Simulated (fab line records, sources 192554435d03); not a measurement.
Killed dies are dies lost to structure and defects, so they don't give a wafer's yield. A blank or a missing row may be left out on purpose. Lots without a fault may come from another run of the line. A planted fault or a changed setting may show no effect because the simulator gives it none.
Chamber matching | flow n5_finfet | N5_BEOL_M10_ETCH_62 on rie_diel-05: 4 sister chambers
The step etches SOC in N2/H2, target depth 110 nm, overetch 22 nm, time 165 s. 7 wafers are shown with their chamber, then 9 later ones without.

WAFERS WITH THEIR CHAMBER
wafer  | chamber | drypump_motor_current_A (A) | throttle_valve_pct (%)
L082.2 | 0       | 5.3                         | 17.67
L084.1 | 3       | 5.4                         | 17.49
L084.3 | 2       | 5.6                         | 17.74
L084.5 | 1       | 4.8                         | 17.19
L087.1 | 3       | 5.4                         | 17.50
L087.4 | 1       | 4.9                         | 17.19
L087.5 | 0       | 5.3                         | 17.72

WAFERS WITHOUT THEIR CHAMBER
wafer  | drypump_motor_current_A (A) | throttle_valve_pct (%)
L091.2 | 5.6                         | 17.76
L091.5 | 5.6                         | 17.77
L091.6 | 4.9                         | 17.21
L095.1 | 5.7                         | 17.79
L095.3 | 4.9                         | 17.22
L095.4 | 5.3                         | 17.74
L096.3 | 5.4                         | 17.52
L096.4 | 5.7                         | 17.77
L096.6 | 5.6                         | 17.81

WHICH CHAMBER EACH WENT THROUGH
wafer  | from the rows above | in truth
L091.2 | 2                   | 2
L091.5 | 2                   | 2
L091.6 | 1                   | 1
L095.1 | 2                   | 2
L095.3 | 1                   | 1
L095.4 | 0                   | 0
L096.3 | 3                   | 3
L096.4 | 2                   | 2
L096.6 | 2                   | 2
Placed correctly: 9 of 9. Can't be placed from these rows: 0. Placed wrongly: 0.
How it was worked out, from the rows above alone: a wafer's distance from a chamber is the root of the sum, over the readings, of the square of ((its reading less the chamber's mean) divided by the reading's scatter). The wafer belongs to the nearest chamber; if the next one is less than 2 further off, it can't be placed. A chamber's mean is the mean of its shown wafers. The scatter: the root of (the sum of the squares of (reading less its chamber's mean) over the shown wafers, divided by (wafers less chambers)).
